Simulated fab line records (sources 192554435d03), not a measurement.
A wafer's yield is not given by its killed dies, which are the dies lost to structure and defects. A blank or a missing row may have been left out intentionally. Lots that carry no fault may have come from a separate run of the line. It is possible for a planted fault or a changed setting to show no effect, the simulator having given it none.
Which tool was responsible? | flow n5Finfet | 14 lots, 42 wafers sampled, at 4 steps of a route of 1938

WHAT THE GAUGES SHOWED, per wafer
N5_BEOL_M14_OVL_MEAS_11. Usual: for V13_OVL the level is 4 nm and the standard deviation is 5.4.
lot  | measured     | on         | V13_OVL (nm) | flag
L745 | day 12 16:53 | overlay-02 | 2 5 2        | 
L746 | day 14 01:05 | overlay-01 | 3 -4 2       | 
L749 | day 15 02:29 | overlay-02 | 2 -2 1       | 
L751 | day 15 07:15 | overlay-01 | 5 1 6        | 
L752 | day 15 13:14 | overlay-01 | -3 -4 5      | 
L754 | day 15 13:46 | overlay-02 | 1 2 6        | 
L756 | day 16 17:03 | overlay-01 | 3 -1 6       | 
L759 | day 17 02:58 | overlay-02 | -3 -6 -1     | 
L762 | day 17 20:48 | overlay-01 | 6 7 -5       | 
L764 | day 17 23:47 | overlay-01 | -3 -3 -6     | 
L768 | day 18 23:59 | overlay-01 | 4 5 3        | 
L767 | day 19 02:38 | overlay-02 | 10 6 6       | 
L765 | day 19 19:17 | overlay-02 | 2 0 8        | 
L766 | day 19 23:38 | overlay-02 | -3 -8 -6     | 

N5_BEOL_M14_CD_MEAS_28: target cd 284.4 nm. Usual: cdNm 284.9 nm, standard deviation 1.1.
lot  | measured     | on       | cdNm (nm)         | flag
L745 | day 12 17:49 | cdSem-01 | 285.6 283.8 286.1 | 
L746 | day 14 02:01 | cdSem-01 | 287.5 286.3 286.9 | 
L749 | day 15 03:18 | cdSem-02 | 283.2 286.1 284.7 | 
L751 | day 15 08:13 | cdSem-03 | 285.4 285.2 285.4 | 
L752 | day 15 14:04 | cdSem-02 | 285.1 283.8 284.5 | 
L754 | day 15 15:05 | cdSem-03 | 287.2 286.2 287.2 | 
L756 | day 16 18:08 | cdSem-03 | - - -             | OFF
L759 | day 17 03:55 | cdSem-03 | - - -             | OFF
L762 | day 17 21:44 | cdSem-03 | 288.0 286.8 285.8 | 
L764 | day 18 00:45 | cdSem-03 | 287.0 285.1 286.6 | 
L768 | day 19 00:56 | cdSem-01 | 283.7 284.9 285.2 | 
L767 | day 19 03:28 | cdSem-01 | 284.0 285.7 285.2 | 
L765 | day 19 20:28 | cdSem-01 | 284.8 285.4 285.2 | 
L766 | day 20 00:43 | cdSem-02 | 284.9 283.7 284.5 | 

TOOL THAT RAN EACH LOT (tool first, then ch and the chambers of the sampled wafers, then the start)
lot  | N5_BEOL_M14_DESCUM_15             | N5_BEOL_M14_EXPOSE_25
L745 | rieDiel-05 ch 0,2,3, day 12 17:02 | krfScanner-01 ch 0, day 12 17:39
L746 | rieDiel-04 ch 0,3, day 14 01:08   | krfScanner-01 ch 0, day 14 01:52
L749 | rieDiel-05 ch 0,1,3, day 15 02:32 | krfScanner-02 ch 0, day 15 03:08
L751 | rieDiel-02 ch 0,2,3, day 15 07:20 | krfScanner-01 ch 0, day 15 08:02
L752 | rieDiel-02 ch 0,2,3, day 15 13:17 | krfScanner-01 ch 0, day 15 13:53
L754 | rieDiel-02 ch 0,1,2, day 15 14:11 | krfScanner-02 ch 0, day 15 14:55
L756 | rieDiel-05 ch 2,3, day 16 17:14   | krfScanner-01, day 16 17:58
L759 | rieDiel-04 ch 0,1,2, day 17 03:02 | krfScanner-02, day 17 03:46
L762 | rieDiel-04 ch 1,2, day 17 20:52   | krfScanner-01 ch 0, day 17 21:34
L764 | rieDiel-05 ch 0,1,2, day 17 23:59 | krfScanner-01 ch 0, day 18 00:35
L768 | rieDiel-05 ch 1,3, day 19 00:02   | krfScanner-02 ch 0, day 19 00:46
L767 | rieDiel-04 ch 1,3, day 19 02:41   | krfScanner-02 ch 0, day 19 03:17
L765 | rieDiel-04 ch 0,1, day 19 19:43   | krfScanner-01 ch 0, day 19 20:18
L766 | rieDiel-04 ch 0,2,3, day 19 23:50 | krfScanner-02 ch 0, day 20 00:33
- N5_BEOL_M14_DESCUM_15: chemistry O2, time 7.9 s.
- N5_BEOL_M14_EXPOSE_25: exposes mask M14, target cd 280 nm.

AS READ BY THE TOOLS THEMSELVES (means over the sampled wafers that have a number; for cases with no such wafer, the mark the record gives instead)
N5_BEOL_M14_DESCUM_15. Usual: drypumpMotorCurrentA 5.8 A, standard deviation 0.42; oesProductAu 0.81 a.u., standard deviation 0.098; rfVppV 243.1 V, standard deviation 1.1; showerheadPlenumPTorr 2.08 Torr, standard deviation 0.037; throttleValvePct 20.32 %, standard deviation 0.22.
lot  | tool       | drypumpMotorCurrentA (A) | oesProductAu (a.u.) | rfVppV (V) | showerheadPlenumPTorr (Torr) | throttleValvePct (%) | flag
L745 | rieDiel-05 | 5.8                      | 0.71                | 243.5      | 2.11                         | 20.40                | 
L746 | rieDiel-04 | 5.5                      | 0.94                | 242.8      | 2.10                         | 20.16                | 
L749 | rieDiel-05 | 6.0                      | 0.73                | 243.1      | 2.09                         | 20.38                | 
L751 | rieDiel-02 | 5.6                      | 0.79                | 243.9      | 2.10                         | 20.49                | 
L752 | rieDiel-02 | 5.6                      | 0.79                | 243.0      | 2.10                         | 20.48                | 
L754 | rieDiel-02 | 5.6                      | 0.71                | 242.0      | 2.07                         | 20.61                | 
L756 | rieDiel-05 | 5.6                      | 0.77                | 243.8      | 2.11                         | 20.27                | 
L759 | rieDiel-04 | 5.9                      | 0.91                | 243.2      | 2.08                         | 20.09                | 
L762 | rieDiel-04 | 5.9                      | 0.92                | 242.8      | 2.08                         | 20.14                | 
L764 | rieDiel-05 | 6.0                      | 0.79                | 243.4      | 2.05                         | 20.28                | 
L768 | rieDiel-05 | 5.8                      | 0.90                | 243.2      | 2.10                         | 20.16                | 
L767 | rieDiel-04 | 5.3                      | 0.86                | 244.5      | 2.12                         | 20.14                | 
L765 | rieDiel-04 | 5.5                      | 0.84                | 243.9      | 2.09                         | 20.07                | 
L766 | rieDiel-04 | 5.8                      | 0.87                | 243.5      | 2.07                         | 20.20                | 

N5_BEOL_M14_EXPOSE_25. Usual: exposureDoseMJCm2 26.89, standard deviation 0.27; focusOffsetNm -0.1 nm, standard deviation 0.5.
lot  | tool          | exposureDoseMJCm2 | focusOffsetNm (nm) | flag
L745 | krfScanner-01 | 27.12             | 0.6                | 
L746 | krfScanner-01 | 27.17             | 0.2                | 
L749 | krfScanner-02 | 26.57             | -0.5               | 
L751 | krfScanner-01 | 27.17             | 0.0                | 
L752 | krfScanner-01 | 27.11             | 0.0                | 
L754 | krfScanner-02 | 26.62             | 0.5                | 
L756 | krfScanner-01 | -                 | -                  | OFF
L759 | krfScanner-02 | -                 | -                  | OFF
L762 | krfScanner-01 | 27.15             | -0.4               | 
L764 | krfScanner-01 | 27.17             | 0.4                | 
L768 | krfScanner-02 | 26.58             | 0.5                | 
L767 | krfScanner-02 | 26.56             | -0.8               | 
L765 | krfScanner-01 | 27.11             | -0.3               | 
L766 | krfScanner-02 | 26.61             | -0.4               | 

THE ANSWER, worked out from the rows above alone
Rule: take the mean of a lot's wafers that have a number; if it is more than 3 standard deviations from the usual mean, the lot is off. A lot without any number at a reading at which 4 lots or more have one is off too. Where the step has rows for the other lots, those lots are counted as sound. After the gauges, taken in route order, come the tools' own readings; for these a lot's mean is taken, as printed above. At the first step where some lot is off, the reading lying furthest off is the one used; lots without a number count as furthest.
Off: L756, L759 (N5_BEOL_M14_CD_MEAS_28, cdNm). Without a number there: L756, L759.
A tool fits if, at a process step before that reading, it ran every lot that is off, and no sound lot after the first of them. Not tried: the gauges at N5_BEOL_M14_CD_MEAS_28; whatever is off there is also off at N5_BEOL_M14_EXPOSE_25, on other tools, and gauge error can't account for it. None of those tried fits.

WHAT THE SIMULATOR HAD INSERTED
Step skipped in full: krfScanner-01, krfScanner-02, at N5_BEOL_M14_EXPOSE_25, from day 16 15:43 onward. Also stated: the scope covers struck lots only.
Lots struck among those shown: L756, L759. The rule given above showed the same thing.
